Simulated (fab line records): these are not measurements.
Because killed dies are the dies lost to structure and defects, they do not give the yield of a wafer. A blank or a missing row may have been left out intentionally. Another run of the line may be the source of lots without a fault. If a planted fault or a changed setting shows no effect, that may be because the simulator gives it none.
fab line records | flow nand_harc | part 1 of 2: steps 1 to 25 of 33
[record] lots = 5 wafers = 15 last_day = 32
route steps=1302 shown A_STAIRCASE@804
lots that met no fault: from a run of the same line without faults
start_h: hours from the record's opening day to when the first of the lot's shown wafers began | wait_h: how many hours have passed since the lot's step before this one | " the same as in the row above | L1.1+2: one row covering several wafers at once | - either no value or no given start | * or withheld: withheld | < > ~ a bound
route shown NAME@n: NAME is a module with steps in the file, n the number in the route of the first one | usual: the fault-free wafers' mean and standard deviation | same: alike in all rows | chamber/n: place in a boat | sites: the reading at each site | _std_site: how widely they spread, as a standard deviation | _edge_site: inner sites' mean taken away from outer sites' mean | radius_mm: how far each site lies from the wafer's centre | mask NAME#n: copy n | behind: the most recent tool/chamber to have shaped the wafer | hold: the reason the lot was held/the length of the hold in hours/how it ended | device: which transistor (n, p or np) failed to switch | end of line: tests run on the same wafers once the route is complete | a step given without rows: its recipe and nothing more | killed: count of dies lost to structure and defects at first sort (not the wafer's yield) | map: shows each die of a wafer: x if killed, . if not, _ if none is there
set.NAME: the setting the step ran with; set.NAME@STEP: the setting that earlier step ran with | model.NAME: the simulator's own value behind a step, which no gauge read
certain route steps with their lots: each step a table, each wafer a row
services: from which hour (start_h, from the record's first day; less than 0 if before it) a tool's chamber was out of use, for how many hours, and why
[[steps]]
[step NHARC_A_STAIRCASE_DEVELOP_288]
[recipe] time_s = 140
// columns lot.wafer tool chamber start_h wait_h
L080.2+4+6 litho_track-07 0 - -
L082.2+4+5 litho_track-05 0 - -
L090.1+2+5 litho_track-07 0 - -
L092.1+3+5 litho_track-05 0 - -
L094.1+3+5 litho_track-05 0 - -
[step NHARC_A_STAIRCASE_HARDBAKE_290]
[recipe] temp_c = 120 time_s = 140
// columns lot.wafer tool chamber start_h wait_h
L080.2+4+6 litho_track-03 0 422.30 -
L082.2+4+5 litho_track-03 0 447.78 -
L090.1+2+5 litho_track-03 0 538.80 -
L092.1+3+5 litho_track-07 0 552.14 -
L094.1+3+5 litho_track-07 0 579.97 -
[step NHARC_A_STAIRCASE_DESCUM_291]
[recipe] time_s = 3 o2_flow_sccm = 200 ar_flow_sccm = 0 bias_power_w = 0 chemistry = O2
[usual] drypump_motor_current_A = 5.7/0.49 o2_flow_sccm = 200.0/0.57 oes_product_au = 1.002/0.0074 rf_vpp_V = 57.6/1 showerhead_plenum_p_Torr = 1.88/0.094 throttle_valve_pct = 11.310/0.0091
// columns lot.wafer tool chamber start_h wait_h drypump_motor_current_A o2_flow_sccm oes_product_au rf_hours_counter_h rf_vpp_V showerhead_plenum_p_Torr throttle_valve_pct
L080.2 rie_diel-09 1 422.39 - 4.7 199.7 0.998 32 59.3 1.93 11.319
L080.4 " 3 " " 6.4 199.8 1.010 - 57.3 1.92 11.303
L080.6 " 2 " " 6.2 199.8 1.001 - 59.5 2.07 11.314
L082.2 rie_diel-06 0 447.87 - 5.2 200.1 1.004 42 57.6 1.80 11.315
L082.4 " 3 " " 5.6 200.5 1.012 42 56.8 1.80 11.305
L082.5 " 0 " " 5.2 199.4 0.999 - 57.4 1.80 11.308
L090.1 rie_diel-06 3 538.90 - 5.6 200.3 0.998 18 56.8 1.79 11.317
L090.2 " 0 " " 5.2 199.4 1.002 14 58.5 1.79 11.311
L090.5 " 2 " " 6.1 201.3 0.997 - 58.1 2.01 11.323
L092.1 rie_diel-06 3 552.24 - 5.7 199.5 0.990 21 56.8 1.79 11.293
L092.3 " 1 " " 6.3 200.6 0.994 22 57.2 1.81 11.323
L092.5 " 3 " " 5.6 200.1 1.004 - 56.2 1.79 11.310
L094.3 rie_diel-06 0 580.07 - 5.2 200.1 0.994 23 57.3 1.79 11.305
L094.1 " 1 " " 6.3 200.0 0.995 31 56.6 1.81 11.313
L094.5 " 0 " " 5.3 199.5 0.998 - 57.2 1.79 11.315
[step NHARC_A_STAIRCASE_ETCH_292]
[recipe] cf4_flow_sccm = 100 chf3_flow_sccm = 30 ar_flow_sccm = 0 rf_w = 500 bias_w = 200 chemistry = CF4/CHF3
[usual] drypump_motor_current_A = 5.8/0.45 oes_product_au = 0.936/0.017 rf_vpp_V = 369.9/2.7 showerhead_plenum_p_Torr = 1.55/0.076 throttle_valve_pct = 16.803/0.0095
// columns lot.wafer tool chamber start_h wait_h drypump_motor_current_A oes_product_au rf_hours_counter_h rf_vpp_V showerhead_plenum_p_Torr throttle_valve_pct
L080.2 rie_diel-09 3 422.51 0.1 6.4 0.928 28 371.1 1.58 16.806
L080.6 " 1 " " 4.7 0.931 - 371.8 1.59 16.797
L080.4 " 3 " " 6.4 0.929 - 370.1 1.58 16.813
L082.2 rie_diel-06 3 447.95 0.1 5.6 0.943 42 368.9 1.49 16.796
L082.4 " 2 " " 6.2 0.930 44 374.2 1.66 16.801
L082.5 " 3 " " 5.6 0.933 - 367.4 1.48 16.795
L090.1 rie_diel-06 1 539.00 0.1 6.3 0.953 19 367.3 1.50 16.796
L090.2 " 2 " " 6.1 0.955 20 372.7 1.65 16.804
L090.5 " 3 " " 5.7 0.963 - 367.7 1.48 16.791
L092.3 rie_diel-06 3 552.44 0.2 5.6 0.923 21 366.6 1.48 16.791
L092.1 " 1 " " 6.3 0.932 22 367.1 1.50 16.818
L092.5 " 3 " " 5.6 0.931 - 368.0 1.48 16.809
L094.1 rie_diel-06 2 580.15 0.1 6.1 0.927 30 374.1 1.65 16.785
L094.3 " 3 " " 5.7 0.935 28 367.9 1.47 16.804
L094.5 " 2 " " 6.1 0.919 - 372.1 1.65 16.811
[step NHARC_A_STAIRCASE_HM_OPEN_460]
[recipe] o2_flow_sccm = 400 cos_flow_sccm = 20 ar_flow_sccm = 0 rf_w = 500 bias_w = 300 chemistry = O2/COS
[usual] drypump_motor_current_A = 5.8/0.47 o2_flow_sccm = 399.8/1.2 oes_product_au = 1.001/0.0067 rf_vpp_V = 466/3.3 showerhead_plenum_p_Torr = 3.08/0.15 throttle_valve_pct = 28.330/0.0086
// columns lot.wafer tool chamber start_h wait_h drypump_motor_current_A o2_flow_sccm oes_product_au rf_hours_counter_h rf_vpp_V showerhead_plenum_p_Torr throttle_valve_pct
L080.2 rie_diel-09 1 - - 4.7 399.4 0.989 32 468 3.15 28.325
L080.6 " 3 " " 6.5 399.7 0.998 - 467 3.13 28.327
L080.4 " 2 " " 6.2 400.3 0.995 - 471 3.36 28.326
L082.4 rie_diel-06 2 - - 6.1 400.9 1.001 44 470 3.29 28.336
L082.2 " 1 " " 6.3 401.3 0.988 45 463 2.98 28.321
L082.5 " 2 " " 6.1 400.2 1.010 - 471 3.29 28.316
L090.2 rie_diel-06 0 - - 5.2 400.5 0.995 14 464 2.94 28.322
L090.1 " 1 " " 6.3 399.6 1.000 19 464 2.97 28.328
L090.5 " 3 " " 5.6 398.9 0.996 - 463 2.93 28.325
L092.3 rie_diel-06 1 - - 6.3 399.9 1.000 22 464 2.97 28.317
L092.1 " 3 " " 5.7 399.9 1.005 21 463 2.93 28.338
L092.5 " 2 " " 6.2 398.9 1.008 - 472 3.27 28.327
L094.3 rie_diel-06 2 - - 6.1 399.2 1.007 30 471 3.26 28.333
L094.1 " 0 " " 5.2 400.2 1.002 23 464 2.94 28.337
L094.5 " 2 " " 6.2 400.2 1.014 - 469 3.27 28.334
[step NHARC_A_STAIRCASE_STRIP_461]
[recipe] o2_flow_sccm = 400 cos_flow_sccm = 20 ar_flow_sccm = 0 bias_w = 0 chemistry = O2/COS
// columns lot.wafer tool chamber start_h wait_h
L080.2+6+4 rie_diel-09 1,2,1 - -
L082.4+2+5 rie_diel-06 3,2,3 - -
L090.1+2+5 rie_diel-06 2,0,2 - -
L092.1+3+5 rie_diel-06 0,2,3 - -
L094.1+3+5 rie_diel-06 2,3,1 - -
[step NHARC_A_STAIRCASE_ETCH_452]
[recipe] target_depth_a = 300 overetch_a = 30 time_s = 16.5 ion_energy_ev = 100 cf4_flow_sccm = 80 o2_flow_sccm = 20 ar_flow_sccm = 0 rf_w = 300 bias_w = 100 chemistry = CF4/O2
[usual] drypump_motor_current_A = 5.8/0.5 o2_flow_sccm = 20.00/0.069 oes_product_au = 1.002/0.0065 rf_vpp_V = 197.4/1.5 showerhead_plenum_p_Torr = 1.31/0.066 throttle_valve_pct = 13.397/0.0089
// columns lot.wafer tool chamber start_h wait_h drypump_motor_current_A o2_flow_sccm oes_product_au rf_hours_counter_h rf_vpp_V showerhead_plenum_p_Torr throttle_valve_pct
L080.2 rie_diel-09 1 - - 4.7 19.95 1.000 32 199.3 1.35 13.390
L080.4 " 1 " " 4.7 20.04 1.004 - 196.8 1.35 13.395
L080.6 " 2 " " 6.1 20.03 0.997 - 200.4 1.44 13.400
L082.4 rie_diel-06 1 - - 6.3 20.04 0.992 45 196.5 1.27 13.397
L082.2 " 2 " " 6.1 20.05 0.995 44 199.4 1.41 13.394
L082.5 " 0 " " 5.2 19.91 0.983 - 196.4 1.26 13.390
L090.2 rie_diel-06 1 - - 6.3 19.99 1.005 19 195.6 1.27 13.393
L090.1 " 0 " " 5.3 20.05 1.004 14 196.2 1.25 13.400
L090.5 " 2 " " 6.1 19.94 1.002 - 199.5 1.40 13.375
L092.1 rie_diel-06 1 - - 6.3 20.05 0.999 22 196.9 1.27 13.396
L092.3 " 3 " " 5.7 20.02 1.011 21 195.0 1.25 13.397
L092.5 " 2 " " 6.1 20.07 1.005 - 199.7 1.40 13.400
L094.1 rie_diel-06 0 - - 5.2 19.99 1.011 23 195.8 1.25 13.373
L094.3 " 1 " " 6.3 20.10 1.007 31 196.2 1.26 13.388
L094.5 " 0 " " 5.2 20.04 1.004 - 197.0 1.25 13.398
[step NHARC_A_STAIRCASE_ETCH_294]
[recipe] target_depth_a = 49890 time_s = 1211.6 ion_energy_ev = 800 c4f8_flow_sccm = 80 o2_flow_sccm = 60 ar_flow_sccm = withheld rf_w = 600 bias_w = 3000 chemistry = C4F8/O2/Ar
[usual] oes_product_au = 0.935/0.0092 rf_vpp_V = 1823/13
// columns lot.wafer tool chamber start_h wait_h oes_product_au rf_hours_counter_h rf_vpp_V
L080.2 rie_diel-09 3 - - 0.936 28 1829
L080.4 " 3 " " 0.929 - 1827
L080.6 " 2 " " 0.943 - 1846
L082.2 rie_diel-06 2 - - 0.927 44 1842
L082.4 " 3 " " 0.939 42 1812
L082.5 " 0 " " 0.929 - 1814
L090.2 rie_diel-06 3 - - 0.948 19 1810
L090.1 " 2 " " 0.924 21 1838
L090.5 " 0 " " 0.946 - 1811
L092.3 rie_diel-06 1 - - 0.927 22 1813
L092.1 " 2 " " 0.937 23 1840
L092.5 " 2 " " 0.930 - 1840
L094.3 rie_diel-06 2 - - 0.925 31 1839
L094.1 " 1 " " 0.920 31 1812
L094.5 " 2 " " 0.933 - 1840
[step NHARC_A_STAIRCASE_STRIP_295]
[recipe] o2_flow_sccm = 500 ar_flow_sccm = 0 bias_w = 0 chemistry = O2
[usual] drypump_motor_current_A = 5.8/0.5 o2_flow_sccm = 500.1/1.5 oes_product_au = 1.002/0.0069 rf_vpp_V = 57.6/0.81 showerhead_plenum_p_Torr = 3.47/0.17 throttle_valve_pct = 17.037/0.0098
// columns lot.wafer tool chamber start_h wait_h drypump_motor_current_A o2_flow_sccm oes_product_au rf_hours_counter_h rf_vpp_V showerhead_plenum_p_Torr throttle_valve_pct
L080.2 rie_diel-09 2 - - 6.2 498.8 0.991 29 58.7 3.79 17.028
L080.6 " 2 " " 6.1 500.1 0.993 - 59.4 3.79 17.042
L080.4 " 1 " " 4.7 500.4 0.997 - 58.2 3.56 17.033
L082.2 rie_diel-06 0 - - 5.3 499.0 1.011 43 58.4 3.34 17.035
L082.4 " 2 " " 6.1 499.9 1.001 44 57.1 3.71 17.037
L082.5 " 0 " " 5.2 497.6 0.999 - 56.8 3.34 17.038
L090.1 rie_diel-06 0 - - 5.2 499.0 1.007 15 58.3 3.32 17.053
L090.2 " 3 " " 5.7 497.3 1.005 19 57.7 3.31 17.035
L090.5 " 1 " " 6.3 501.3 1.008 - 58.3 3.36 17.038
L092.3 rie_diel-06 2 - - 6.1 500.9 1.000 24 59.5 3.69 17.035
L092.1 " 3 " " 5.7 501.1 1.000 22 58.1 3.31 17.028
L092.5 " 1 " " 6.3 500.1 1.000 - 58.1 3.36 17.048
L094.1 rie_diel-06 3 - - 5.6 498.6 1.003 29 56.5 3.31 17.033
L094.3 " 1 " " 6.3 498.5 1.002 31 57.4 3.35 17.025
L094.5 " 3 " " 5.7 500.0 1.002 - 58.5 3.31 17.034
[step NHARC_A_STAIRCASE_STRIP_296]
[recipe] time_s = 900 temp_c = 130 chemistry = SPM
// columns lot.wafer tool chamber start_h wait_h
L080.4+6+2 wet_bench-04 7,0,2 424.45 -
L082.2+5+4 wet_bench-06 7,1,2 449.59 -
L090.5+1+2 wet_bench-09 7,2,3 540.64 -
L092.5+1+3 wet_bench-06 3,4,7 554.15 -
L094.5+1+3 wet_bench-09 3,6,0 581.78 -
[step NHARC_A_STAIRCASE_PRECLEAN_297]
[recipe] time_s = * temp_c = 50 bath_age_min = 0 chemistry = SC1
// columns lot.wafer tool chamber start_h wait_h
L080.4+6+2 wet_bench-04 7,0,2 - -
L082.2+5+4 wet_bench-06 7,1,2 - -
L090.5+1+2 wet_bench-09 7,2,3 - -
L092.5+1+3 wet_bench-06 3,4,7 - -
L094.5+1+3 wet_bench-09 3,6,0 - -
[step NHARC_A_STAIRCASE_SRD_298]
// columns lot.wafer tool chamber start_h wait_h
L080.4+6+2 wet_bench-04 7,0,2 - -
L082.2+5+4 wet_bench-06 7,1,2 - -
L090.5+1+2 wet_bench-09 7,2,3 - -
L092.5+1+3 wet_bench-06 3,4,7 - -
L094.5+1+3 wet_bench-09 3,6,0 - -
[step NHARC_A_STAIRCASE_HM_DEP_462]
[recipe] target_thk_a = 8000 temp_c = 400 material = aC
[usual] throttle_valve_pct = 35.000/0.01
// columns lot.wafer tool chamber start_h wait_h throttle_valve_pct
L080.2 acl_dep-01 0 425.27 0.4 35.005
L080.4 " 0 " " 34.999
L080.6 " 0 " " 35.010
L082.2 acl_dep-01 0 452.14 2.1 35.007
L082.4 " 0 " " 34.997
L082.5 " 0 " " 35.005
L090.1 acl_dep-02 0 541.16 0.1 34.994
L090.2 " 0 " " 35.002
L090.5 " 0 " " 35.010
L092.1 acl_dep-02 0 558.03 3.4 35.015
L092.3 " 0 " " 35.001
L092.5 " 0 " " 34.994
L094.1 acl_dep-03 0 582.31 0.1 35.009
L094.3 " 0 " " 34.993
L094.5 " 0 " " 35.004
[step NHARC_A_STAIRCASE_DEP_301]
[recipe] target_thk_a = 300 target_thk_nm = 30 temp_c = 400 pressure_torr = 3.5 flow_sccm = 200 rf_w = 350 material = SiON
[usual] heater_power_w = 784/110 showerhead_vpp_V = 1153/35
// columns lot.wafer tool chamber start_h wait_h heater_power_w showerhead_vpp_V
L080.2 pecvd-03 0 426.86 1.3 794 1175
L080.6 " 0 " " 791 1173
L080.4 " 1 " " 760 1135
L082.2 pecvd-03 2 453.70 1.2 911 1188
L082.5 " 0 " " 819 1178
L082.4 " 1 " " 769 1120
L090.2 pecvd-03 1 543.07 1.3 819 1144
L090.1 " 0 " " 810 1155
L090.5 " 2 " " 893 1186
L092.3 pecvd-02 1 559.91 0.9 687 1149
L092.1 " 2 " " 705 1178
L092.5 " 2 " " 727 1204
L094.3 pecvd-03 0 584.17 0.9 831 1169
L094.1 " 1 " " 791 1135
L094.5 " 1 " " 800 1115
[step NHARC_A_STAIRCASE_DEHYDRATE_302]
[recipe] temp_c = 150 time_s = 120
// columns lot.wafer tool chamber start_h wait_h
L080.2+4+6 litho_track-05 0 427.10 0.2
L082.2+4+5 litho_track-07 0 453.97 0.2
L090.1+2+5 litho_track-07 0 543.34 0.2
L092.1+3+5 litho_track-07 0 560.18 0.2
L094.1+3+5 litho_track-05 0 584.44 0.2
[step NHARC_A_STAIRCASE_HMDS_303]
[recipe] time_s = 30
// columns lot.wafer tool chamber start_h wait_h
L080.2+4+6 litho_track-05 0 - -
L082.2+4+5 litho_track-07 0 - -
L090.1+2+5 litho_track-07 0 - -
L092.1+3+5 litho_track-07 0 - -
L094.1+3+5 litho_track-05 0 - -
[step NHARC_A_STAIRCASE_COAT_304]
[recipe] spin_rpm = 1200
// columns lot.wafer tool chamber start_h wait_h
L080.2+4+6 litho_track-05 0 - -
L082.2+4+5 litho_track-07 0 - -
L090.1+2+5 litho_track-07 0 - -
L092.1+3+5 litho_track-07 0 - -
L094.1+3+5 litho_track-05 0 - -
[step NHARC_A_STAIRCASE_SOFTBAKE_305]
[recipe] temp_c = 135 time_s = 170
// columns lot.wafer tool chamber start_h wait_h
L080.2+4+6 litho_track-05 0 - -
L082.2+4+5 litho_track-07 0 - -
L090.1+2+5 litho_track-07 0 - -
L092.1+3+5 litho_track-07 0 - -
L094.1+3+5 litho_track-05 0 - -
[step NHARC_A_STAIRCASE_EBR_306]
// columns lot.wafer tool chamber start_h wait_h
L080.2+4+6 litho_track-05 0 - -
L082.2+4+5 litho_track-07 0 - -
L090.1+2+5 litho_track-07 0 - -
L092.1+3+5 litho_track-07 0 - -
L094.1+3+5 litho_track-05 0 - -
[step NHARC_A_STAIRCASE_EXPOSE_307]
[recipe] na = 0.5 dose_mj = 45.72 mask_id = CHOP_50
// columns lot.wafer tool chamber start_h wait_h mask
L080.2+4+6 krf_scanner-01 0 427.44 - CHOP_50#0
L082.2+4+5 krf_scanner-03 0 454.30 - CHOP_50#0
L090.1+2+5 krf_scanner-04 0 543.67 - CHOP_50#0
L092.1+3+5 krf_scanner-04 0 560.39 - CHOP_50#0
L094.1+3+5 krf_scanner-04 0 584.77 - CHOP_50#0
[step NHARC_A_STAIRCASE_PEB_308]
[recipe] peb_temp_c = 115 peb_time_s = 130
// columns lot.wafer tool chamber start_h wait_h
L080.2+4+6 litho_track-03 0 427.50 0.1
L082.2+4+5 litho_track-05 0 454.36 0.1
L090.1+2+5 litho_track-07 0 543.74 0.1
L092.1+3+5 litho_track-07 0 560.45 0.1
L094.1+3+5 litho_track-07 0 584.84 0.1
[step NHARC_A_STAIRCASE_DEVELOP_309]
[recipe] time_s = 140
// columns lot.wafer tool chamber start_h wait_h
L080.2+4+6 litho_track-03 0 - -
L082.2+4+5 litho_track-05 0 - -
L090.1+2+5 litho_track-07 0 - -
L092.1+3+5 litho_track-07 0 - -
L094.1+3+5 litho_track-07 0 - -
[step NHARC_A_STAIRCASE_HARDBAKE_311]
[recipe] temp_c = 120 time_s = 140
// columns lot.wafer tool chamber start_h wait_h
L080.2+4+6 litho_track-03 0 427.72 -
L082.2+4+5 litho_track-07 0 454.59 -
L090.1+2+5 litho_track-07 0 543.96 -
L092.1+3+5 litho_track-07 0 560.67 -
L094.1+3+5 litho_track-03 0 585.07 -
[step NHARC_A_STAIRCASE_DESCUM_312]
[recipe] time_s = 3 o2_flow_sccm = 200 ar_flow_sccm = 0 bias_power_w = 0 chemistry = O2
[usual] drypump_motor_current_A = 5.8/0.51 o2_flow_sccm = 199.9/0.56 oes_product_au = 1.000/0.0061 rf_vpp_V = 57.6/0.98 showerhead_plenum_p_Torr = 1.90/0.098 throttle_valve_pct = 11.311/0.0092
// columns lot.wafer tool chamber start_h wait_h drypump_motor_current_A o2_flow_sccm oes_product_au rf_hours_counter_h rf_vpp_V showerhead_plenum_p_Torr throttle_valve_pct
L080.4 rie_diel-09 3 427.81 - 6.4 200.6 0.997 29 58.3 1.92 11.307
L080.2 " 0 " " 6.0 200.1 0.991 31 56.2 1.79 11.313
L080.6 " 2 " " 6.1 199.1 0.998 - 57.6 2.07 11.313
L082.4 rie_diel-09 1 454.68 - 4.7 199.7 0.994 42 57.5 1.93 11.302
L082.2 " 2 " " 6.2 199.1 1.006 38 58.2 2.06 11.300
L082.5 " 0 " " 6.0 200.9 0.993 - 56.4 1.79 11.319
L090.2 rie_diel-09 1 544.06 - 4.7 201.0 1.002 10 59.5 1.92 11.312
L090.1 " 3 " " 6.4 199.2 0.998 9 57.7 1.91 11.309
L090.5 " 0 " " 6.0 199.7 0.999 - 55.5 1.78 11.297
L092.3 rie_diel-01 3 560.76 - 5.8 199.5 1.009 59 58.6 1.79 11.304
L092.1 " 2 " " 5.8 199.7 1.006 48 58.8 2.04 11.311
L092.5 " 0 " " 5.4 199.8 0.993 - 58.2 1.86 11.312
L094.1 rie_diel-01 0 585.17 - 5.4 199.3 0.993 3 58.3 1.86 11.320
L094.3 " 2 " " 5.7 199.7 0.998 3 58.9 2.04 11.307
L094.5 " 0 " " 5.3 199.7 1.010 - 57.9 1.86 11.313
[step NHARC_A_STAIRCASE_ETCH_313]
[recipe] cf4_flow_sccm = 100 chf3_flow_sccm = 30 ar_flow_sccm = 0 rf_w = 500 bias_w = 200 chemistry = CF4/CHF3
[usual] drypump_motor_current_A = 5.8/0.51 oes_product_au = 0.932/0.015 rf_vpp_V = 369.9/2.7 showerhead_plenum_p_Torr = 1.55/0.074 throttle_valve_pct = 16.803/0.0093
// columns lot.wafer tool chamber start_h wait_h drypump_motor_current_A oes_product_au rf_hours_counter_h rf_vpp_V showerhead_plenum_p_Torr throttle_valve_pct
L080.4 rie_diel-09 1 427.90 0.1 4.7 0.929 33 371.5 1.59 16.807
L080.2 " 2 " " 6.2 0.926 29 375.1 1.69 16.806
L080.6 " 1 " " 4.7 0.936 - 369.6 1.59 16.803
L082.4 rie_diel-09 3 454.78 0.1 6.4 0.930 36 371.6 1.58 16.800
L082.2 " 0 " " 6.0 0.923 39 368.4 1.48 16.805
L082.5 " 1 " " 4.7 0.923 - 369.5 1.58 16.794
L090.2 rie_diel-09 1 544.13 0.1 4.7 0.931 10 372.2 1.58 16.804
L090.1 " 0 " " 6.0 0.921 11 368.6 1.47 16.789
L090.5 " 1 " " 4.7 0.932 - 370.5 1.58 16.793
L092.3 rie_diel-01 0 560.92 0.1 5.3 0.926 65 367.4 1.53 16.797
L092.1 " 2 " " 5.7 0.928 49 371.4 1.67 16.804
L092.5 " 1 " " 5.5 0.924 - 370.4 1.56 16.801
L094.1 rie_diel-01 0 585.26 0.1 5.3 0.966 3 368.8 1.53 16.800
L094.3 " 2 " " 5.7 0.981 3 373.5 1.67 16.808
L094.5 " 3 " " 5.9 0.961 - 368.6 1.48 16.784
